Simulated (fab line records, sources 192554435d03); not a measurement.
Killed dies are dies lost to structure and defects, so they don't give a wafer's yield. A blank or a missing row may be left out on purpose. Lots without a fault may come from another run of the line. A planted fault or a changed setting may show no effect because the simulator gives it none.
Chamber matching | flow n5_finfet | N5_BEOL_M14_ETCH_59 on rie_diel-02: 4 sister chambers
The step etches BARC in N2/H2, target depth 89 nm, overetch 26.7 nm, time 67.9 s. 4 wafers are shown with their chamber, then 8 later ones without.

WAFERS WITH THEIR CHAMBER
wafer  | chamber | showerhead_plenum_p_Torr (Torr)
L082.4 | 1       | 2.61
L086.4 | 2       | 2.59
L086.5 | 3       | 2.52
L096.1 | 0       | 2.68

WAFERS WITHOUT THEIR CHAMBER
wafer  | showerhead_plenum_p_Torr (Torr)
L096.3 | 2.61
L096.5 | 2.58
L095.3 | 2.68
L095.5 | 2.51
L095.6 | 2.68
L097.2 | 2.61
L097.3 | 2.67
L097.4 | 2.50

WHICH CHAMBER EACH WENT THROUGH
wafer  | from the rows above | in truth
L096.3 | 1                   | 1
L096.5 | 2                   | 2
L095.3 | 0                   | 0
L095.5 | 3                   | 3
L095.6 | 0                   | 0
L097.2 | 1                   | 1
L097.3 | 0                   | 0
L097.4 | 3                   | 3
Placed correctly: 8 of 8. Can't be placed from these rows: 0. Placed wrongly: 0.
How it was worked out, from the rows above alone: a wafer's distance from a chamber is the root of the sum, over the readings, of the square of ((its reading less the chamber's mean) divided by the reading's scatter). The wafer belongs to the nearest chamber; if the next one is less than 2 further off, it can't be placed. A chamber's mean is the mean of its shown wafers. The scatter: with one shown wafer a chamber, the root of the mean of the squares of how far each hidden wafer lies from its nearest shown one.
